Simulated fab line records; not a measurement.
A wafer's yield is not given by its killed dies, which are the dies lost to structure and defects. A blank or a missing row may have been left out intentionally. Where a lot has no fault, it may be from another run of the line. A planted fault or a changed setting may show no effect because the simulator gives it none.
One fault through the eyes of 2 desks || flow n5 finfet || each desk has only its own numbers; what lay behind them comes last

== THE TOOL OWNER'S DESK: rie si-04 ==
The tool's own readings at N5_FIN_SAQP_ETCH_65 (etches SiO2 in CF4, target depth 4 nm, time 4.4 s): means of the sampled wafers that have a number, for each lot that ran on this tool. Marked OUT: a lot whose mean sits more than 4 standard deviations from the usual mean, which makes it out of limits; the brackets give that distance.
Columns: A = drypump motor current A at N5_FIN_SAQP_ETCH_65, usual 5.7 A; B = oes product au at N5_FIN_SAQP_ETCH_65, usual 1.008 a.u.; C = throttle valve pct at N5_FIN_SAQP_ETCH_65, usual 21.66 %
{"lot": "L827", "first seen here": "day 3 06:19", "A": 5.4, "B": 0.997, "C": 21.61}
{"lot": "L840", "first seen here": "day 6 13:38", "A": 5.7, "B": "1.099 (+4.5) OUT", "C": 21.65}
{"lot": "L841", "first seen here": "day 6 19:47", "A": 5.4, "B": "1.237 (+11) OUT", "C": 21.38}
This desk's finding: out of limits on L840, L841; first on L840, day 6 13:38 (oes product au at N5_FIN_SAQP_ETCH_65). L827: within limits.

== FROM THE METROLOGY DESK ==
Means of the sampled wafers that have a number, per lot and without regard to the tool the lot ran on: this is what the gauges read. Marked OUT: a lot whose mean sits more than 4 standard deviations from the usual mean, which makes it out of limits; the brackets give that distance.
Columns: A = cd nm at N5_FIN_SAQP_CD_MEAS_27, usual 20.37 nm
{"lot": "L827", "first seen here": "day 3 06:07", "A": 20.57}
{"lot": "L828", "first seen here": "day 3 12:03", "A": 20.55}
{"lot": "L840", "first seen here": "day 6 13:20", "A": 20.58}
{"lot": "L841", "first seen here": "day 6 19:22", "A": 20.25}
{"lot": "L842", "first seen here": "day 7 03:04", "A": 20.45}
{"lot": "L843", "first seen here": "day 7 06:49", "A": 20.32}
Result from this desk: across the 6 lots, nothing is out of limits.

== BROUGHT TOGETHER ==
The tool owner's desk could have raised an alarm at day 6 13:38, on L840, L841.
The metrology desk saw nothing out of limits.
The metrology desk holds a record of L840, L841, inside its limits.
Of the lots named, all ran N5_FIN_SAQP_ETCH_65 on rie si-04.

== WHAT WAS PUT IN BY THE SIMULATOR ==
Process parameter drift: rie si-04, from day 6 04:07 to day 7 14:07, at N5_FIN_SAQP_ETCH_65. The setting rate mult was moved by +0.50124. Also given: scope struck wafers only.
Shown lots that were struck: L840, L841.
Hours from the fault's start to each desk's first reading out of limits: the tool owner's desk, 10.
